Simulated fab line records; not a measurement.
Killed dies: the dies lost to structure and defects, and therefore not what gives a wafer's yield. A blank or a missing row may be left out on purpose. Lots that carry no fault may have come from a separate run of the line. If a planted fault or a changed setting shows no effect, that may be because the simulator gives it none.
Lot-split experiment | flow n5 finfet | route with 1938 steps; 7 lots, 21 wafers read

## ABOUT THE SPLIT
At N5_PASSIVATION_ETCH_15 (etches SiCN in CF4/N2, target depth 75 nm, time 81.2 s), the setting bias w was moved away from the recipe's 70 W on 8 of the 21 wafers read, by -15.6% to +13.8%. All remaining wafers had this setting at the recipe value.

Reading taken at the split's own step.

## THE READING
rf vpp V, in V, at N5_PASSIVATION_ETCH_15 (etches SiCN in CF4/N2, target depth 75 nm, time 81.2 s). On this fab line, fault-free wafers typically give 382.1 V with a standard deviation of 1.4 V.

wafer  | tool, chamber at the split | bias w as run, W | against the recipe | rf vpp V, V | against lot-mates on the recipe
L075.1 | rie diel-02, 2             | 70               | recipe             | 382.7       | -
L075.2 | rie diel-02, 1             | 70               | recipe             | 382.6       | -
L075.3 | rie diel-02, 0             | 64.93            | -7.2%              | 364.0       | -18.6
L081.1 | rie diel-06, 2             | 70               | recipe             | 381.9       | -
L081.2 | rie diel-06, 3             | 79.66            | +13.8%             | 413.7       | +31.8
L081.5 | rie diel-06, 0             | 79.66            | +13.8%             | 415.2       | +33.3
L082.1 | rie diel-06, 2             | 70               | recipe             | 381.4       | -
L082.2 | rie diel-06, 3             | 70               | recipe             | 379.3       | -
L082.5 | rie diel-06, 3             | 74.84            | +6.9%              | 397.3       | +16.9
L084.3 | rie diel-04, 3             | 70               | recipe             | 382.5       | -
L084.5 | rie diel-04, 1             | 70               | recipe             | 385.4       | -
L084.6 | rie diel-04, 2             | 70               | recipe             | 380.2       | -
L094.3 | rie diel-06, 0             | 59.28            | -15.3%             | 344.0       | -37.2
L094.4 | rie diel-06, 3             | 70               | recipe             | 381.2       | -
L094.5 | rie diel-06, 0             | 59.28            | -15.3%             | 343.2       | -38.0
L096.2 | rie diel-04, 2             | 70               | recipe             | 380.4       | -
L096.3 | rie diel-04, 3             | 70               | recipe             | 382.0       | -
L096.4 | rie diel-04, 0             | 70               | recipe             | 382.1       | -
L097.3 | rie diel-04, 2             | 59.1             | -15.6%             | 340.0       | -40.8
L097.5 | rie diel-04, 1             | 59.1             | -15.6%             | 344.3       | -36.5
L097.6 | rie diel-04, 2             | 70               | recipe             | 380.8       | -

THE FIT
A straight line over all 21 wafers: rf vpp V changes by +2.46 V for each +1% of bias w; r = +1.00; the points scatter about the line by 1.5 V.
The same after taking each lot's own level away (the mean of its wafers on the recipe; 21 wafers): +2.44 V for each +1%; r = +1.00; scatter 1.3 V.
The reading moves by 38 V for the largest change in bias w, on that fit.
Across the lots, their own levels run from 380.35 to 382.70 V, a range of 1.7 times the standard deviation given above.
The two slopes agree, so the slope changes little with the lot-to-lot level.
Check: -37.6 V against its lot-mates is what the line predicts for one of the wafers moved furthest among these (-15.6%) when that wafer is left out of the fit. Against them it came out at -40.8 V.
Tool readings at the split's step, against how far the setting was moved: rf vpp V r = +1.00.

## THE WHOLE CHAIN: every reading that the file lists as answering this split, in the file's order
step                   | what it does                                           | reading                                                        | change (the file's fit)               | r (the file's)
N5_PASSIVATION_ETCH_15 | etches SiCN in CF4/N2, target depth 75 nm, time 81.2 s | rf vpp V                                                       | +2.45 V for each +1% of the setting   | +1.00
N5_PASSIVATION_ETCH_15 | etches SiCN in CF4/N2, target depth 75 nm, time 81.2 s | etch.depth nm (the simulator's own value, which no gauge read) | +0.353 nm for each +1% of the setting | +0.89

## FILE'S OWN FIT
rf vpp V changes by +2.45 V for each +1% of bias w, r = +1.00.
